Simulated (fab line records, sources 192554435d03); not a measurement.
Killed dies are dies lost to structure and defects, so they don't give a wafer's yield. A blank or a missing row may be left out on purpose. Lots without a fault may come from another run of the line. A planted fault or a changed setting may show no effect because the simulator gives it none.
Chamber matching | flow n5_finfet | N5_BEOL_M9_PECVD_70 on pecvd-02: 3 sister chambers
The step deposits SiO2 from TEOS/O2, target thk 20 nm, time 22.7 s. 6 wafers are shown with their chamber, then 8 later ones without.

WAFERS WITH THEIR CHAMBER
wafer  | chamber | showerhead_vpp_V (V) | throttle_valve_pct (%)
L078.4 | 1       | 1297                 | 23.4
L077.6 | 2       | 1382                 | 23.0
L081.2 | 1       | 1282                 | 23.6
L087.5 | 0       | 1249                 | 22.4
L087.6 | 2       | 1393                 | 23.1
L086.1 | 0       | 1249                 | 22.6

WAFERS WITHOUT THEIR CHAMBER
wafer  | showerhead_vpp_V (V) | throttle_valve_pct (%)
L086.3 | 1272                 | 23.4
L086.4 | 1414                 | 23.2
L094.1 | 1248                 | 22.8
L094.5 | 1307                 | 23.8
L094.6 | 1396                 | 23.4
L097.2 | 1288                 | 23.7
L097.4 | 1390                 | 23.4
L097.6 | 1253                 | 23.2

WHICH CHAMBER EACH WENT THROUGH
wafer  | from the rows above     | in truth
L086.3 | 1                       | 1
L086.4 | 2                       | 2
L094.1 | 0                       | 0
L094.5 | 1                       | 1
L094.6 | 2                       | 2
L097.2 | 1                       | 1
L097.4 | 2                       | 2
L097.6 | can't be placed: 1 or 0 | 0
Placed correctly: 7 of 8. Can't be placed from these rows: 1 (the true chamber is among the candidates in 1). Placed wrongly: 0.
How it was worked out, from the rows above alone: a wafer's distance from a chamber is the root of the sum, over the readings, of the square of ((its reading less the chamber's mean) divided by the reading's scatter). The wafer belongs to the nearest chamber; if the next one is less than 2 further off, it can't be placed. A chamber's mean is the mean of its shown wafers. The scatter: the root of (the sum of the squares of (reading less its chamber's mean) over the shown wafers, divided by (wafers less chambers)).
